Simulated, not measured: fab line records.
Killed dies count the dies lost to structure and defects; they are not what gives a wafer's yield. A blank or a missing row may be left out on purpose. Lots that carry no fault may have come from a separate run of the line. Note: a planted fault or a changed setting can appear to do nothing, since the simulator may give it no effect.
Matching of chambers | flow nand_harc | NHARC_A_CONTACT_DESCUM_47 on rie_diel-13 has 4 sister chambers
The step chemistry O2, time 3 s. 8 wafers are shown with their chamber, then 12 later ones without.

## WAFERS WITH THEIR CHAMBER
wafer  | chamber | drypump_motor_current_A (A) | showerhead_plenum_p_Torr (Torr)
L080.6 | 3       | 5.3                         | 2.01
L083.6 | 0       | 6.1                         | 1.93
L087.5 | 3       | 5.3                         | 2.00
L089.1 | 2       | 4.8                         | 1.85
L089.6 | 1       | 6.2                         | 1.90
L088.1 | 2       | 4.9                         | 1.86
L088.4 | 1       | 6.1                         | 1.90
L088.5 | 0       | 6.1                         | 1.93

## WAFERS WITH NO CHAMBER GIVEN
wafer  | drypump_motor_current_A (A) | showerhead_plenum_p_Torr (Torr)
L090.3 | 5.3                         | 2.00
L090.4 | 6.1                         | 1.90
L090.5 | 6.1                         | 1.90
L093.3 | 4.8                         | 1.85
L093.4 | 6.1                         | 1.93
L093.5 | 5.3                         | 2.00
L095.2 | 6.1                         | 1.90
L095.3 | 6.1                         | 1.93
L095.5 | 6.1                         | 1.93
L096.3 | 6.1                         | 1.93
L096.5 | 5.3                         | 2.00
L096.6 | 4.9                         | 1.85

## WHICH CHAMBER EACH WENT THROUGH
wafer  | from the rows above | in truth
L090.3 | 3                   | 3
L090.4 | 1                   | 1
L090.5 | 1                   | 1
L093.3 | 2                   | 2
L093.4 | 0                   | 0
L093.5 | 3                   | 3
L095.2 | 1                   | 1
L095.3 | 0                   | 0
L095.5 | 0                   | 0
L096.3 | 0                   | 0
L096.5 | 3                   | 3
L096.6 | 2                   | 2
12 of 12 placed correctly. Number that these rows cannot place: 0. Wrongly placed: 0.
How it was worked out, from the rows above alone: a wafer's distance from a chamber is the root of the sum, over the readings, of the square of ((its reading less the chamber's mean) divided by the reading's scatter). If the next closest chamber is less than 2 further off than the closest, the wafer can't be placed; otherwise it belongs to the closest. A chamber's mean is the mean of its shown wafers. The scatter is the square root of a quotient: the sum, over the shown wafers, of each reading's squared deviation from its chamber's mean, divided by wafers minus chambers.
